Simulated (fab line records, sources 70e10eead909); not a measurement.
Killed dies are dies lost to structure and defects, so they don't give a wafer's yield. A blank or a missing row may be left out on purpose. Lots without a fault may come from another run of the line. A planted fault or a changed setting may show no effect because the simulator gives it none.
Chamber matching | flow nand_harc | NHARC_P_ZERO_WELL_DESCUM_26 on rie_diel-02: 4 sister chambers
The step chemistry O2, time 3 s. 4 wafers are shown with their chamber, then 7 later ones without.

WAFERS WITH THEIR CHAMBER
wafer  | chamber | drypump_motor_current_A (A)
L676.3 | 3       | 5.6
L676.5 | 1       | 5.9
L679.1 | 0       | 5.6
L679.2 | 2       | 5.4

WAFERS WITHOUT THEIR CHAMBER
wafer  | drypump_motor_current_A (A)
L679.6 | 5.6
L685.1 | 5.5
L685.2 | 5.7
L685.3 | 5.5
L686.3 | 5.6
L686.4 | 5.4
L686.6 | 5.6

WHICH CHAMBER EACH WENT THROUGH
wafer  | from the rows above          | in truth
L679.6 | can't be placed: 0 or 3      | 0
L685.1 | can't be placed: 0 or 2 or 3 | 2
L685.2 | can't be placed: 0 or 3 or 1 | 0
L685.3 | can't be placed: 0 or 2 or 3 | 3
L686.3 | can't be placed: 0 or 3      | 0
L686.4 | 2                            | 2
L686.6 | can't be placed: 0 or 3      | 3
Placed correctly: 1 of 7. Can't be placed from these rows: 6 (the true chamber is among the candidates in 6). Placed wrongly: 0.
How it was worked out, from the rows above alone: a wafer's distance from a chamber is the root of the sum, over the readings, of the square of ((its reading less the chamber's mean) divided by the reading's scatter). The wafer belongs to the nearest chamber; if the next one is less than 2 further off, it can't be placed. A chamber's mean is the mean of its shown wafers. The scatter: with one shown wafer a chamber, the root of the mean of the squares of how far each hidden wafer lies from its nearest shown one.
